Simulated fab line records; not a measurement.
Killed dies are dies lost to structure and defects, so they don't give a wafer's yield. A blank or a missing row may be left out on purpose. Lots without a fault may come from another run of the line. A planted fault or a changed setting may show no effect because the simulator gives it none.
Matching of chambers | flow n5_finfet | ald_sin-03 running N5_MOL_CONTACT_COAG_ALD_131: 4 sister chambers
The step deposits SiO2, target thk 5 nm, pulse time 1 s, co reactant pulse time 1 s. 4 wafers are shown with their chamber, then 9 later ones without.

== WAFERS PAIRED WITH THEIR CHAMBERS ==
wafer  | chamber | heater_power_w (W)
L090.2 | 0       | 73
L090.6 | 3       | 84
L091.3 | 1       | 76
L091.6 | 2       | 77

== WAFERS WHOSE CHAMBER IS MISSING ==
wafer  | heater_power_w (W)
L094.1 | 84
L094.3 | 72
L094.4 | 75
L096.1 | 76
L096.5 | 73
L096.6 | 76
L097.2 | 75
L097.3 | 71
L097.6 | 75

== WHICH CHAMBER EACH ONE RAN IN ==
wafer  | from the rows above          | in truth
L094.1 | 3                            | 3
L094.3 | 0                            | 0
L094.4 | can't be placed: 1 or 0 or 2 | 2
L096.1 | can't be placed: 1 or 2      | 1
L096.5 | 0                            | 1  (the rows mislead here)
L096.6 | can't be placed: 1 or 2      | 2
L097.2 | can't be placed: 1 or 0 or 2 | 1
L097.3 | 0                            | 0
L097.6 | can't be placed: 1 or 0 or 2 | 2
Correctly placed: 3 of 9. Unplaceable from these rows: 5, with the true chamber sitting among the candidates in 5. Number placed wrongly: 1.
How it was worked out, from the rows above alone: a wafer's distance from a chamber is the root of the sum, over the readings, of the square of ((its reading less the chamber's mean) divided by the reading's scatter). If the next closest chamber is less than 2 further off than the closest, the wafer can't be placed; otherwise it belongs to the closest. A chamber's mean is the mean of its shown wafers. The scatter (one wafer shown for each chamber): square how far every hidden wafer sits from the nearest shown wafer, average those squares and take the square root.
